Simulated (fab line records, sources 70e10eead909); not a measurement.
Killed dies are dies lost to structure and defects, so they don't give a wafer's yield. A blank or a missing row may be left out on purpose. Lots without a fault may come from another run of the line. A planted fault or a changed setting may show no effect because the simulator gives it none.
Chamber matching | flow nand_harc | NHARC_A_CHANNEL_FILL_D1_ALD_02 on ald_hk-03: 4 sister chambers
The step deposits SiO2, target thk 6 nm, pulse time 10 s, ald cycles 60. 16 wafers are shown with their chamber, then 8 later ones without.

WAFERS WITH THEIR CHAMBER
wafer  | chamber | heater_power_w (W) | precursor_pulse_height_rel
L084.1 | 3       | 406                | 1.007
L084.2 | 0       | 481                | 1.011
L084.3 | 1       | 502                | 1.000
L084.4 | 2       | 539                | 1.031
L084.5 | 3       | 399                | 1.006
L084.6 | 2       | 560                | 1.011
L085.1 | 1       | 496                | 1.003
L085.2 | 0       | 469                | 1.032
L085.3 | 2       | 558                | 0.987
L085.4 | 3       | 404                | 1.028
L085.5 | 0       | 475                | 0.986
L085.6 | 1       | 491                | 0.990
L091.1 | 1       | 499                | 1.014
L091.2 | 2       | 540                | 0.968
L091.3 | 3       | 401                | 0.995
L091.4 | 0       | 482                | 1.015

SIGNATURES (means of the wafers above)
reading                    | chamber 0 | chamber 1 | chamber 2 | chamber 3 | scatter within a chamber
heater_power_w             | 476.75    | 497.00    | 549.25    | 402.50    | 6.99
precursor_pulse_height_rel | 1.01100   | 1.00175   | 0.99925   | 1.00900   | 0.0187
Rule: a wafer's distance from a chamber is the root of the sum, over the readings, of the square of ((its reading less the chamber's mean) divided by the reading's scatter). The wafer belongs to the nearest chamber; if the next one is less than 2 further off, it can't be placed. The scatter: the root of (the sum of the squares of (reading less its chamber's mean) over the shown wafers, divided by (wafers less chambers)).

WAFERS WITHOUT THEIR CHAMBER
wafer  | heater_power_w (W) | precursor_pulse_height_rel
L091.5 | 467                | 1.010
L091.6 | 406                | 0.971
L093.1 | 404                | 1.010
L093.2 | 559                | 1.015
L093.3 | 495                | 1.034
L093.4 | 464                | 0.970
L093.5 | 570                | 0.999
L093.6 | 492                | 0.992

WHICH CHAMBER EACH WENT THROUGH
wafer  | from the rows above     | in truth
L091.5 | 0                       | 0
L091.6 | 3                       | 3
L093.1 | 3                       | 3
L093.2 | 2                       | 2
L093.3 | can't be placed: 1 or 0 | 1
L093.4 | 0                       | 0
L093.5 | 2                       | 2
L093.6 | can't be placed: 1 or 0 | 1
Placed correctly: 6 of 8. Can't be placed from these rows: 2 (the true chamber is among the candidates in 2). Placed wrongly: 0.
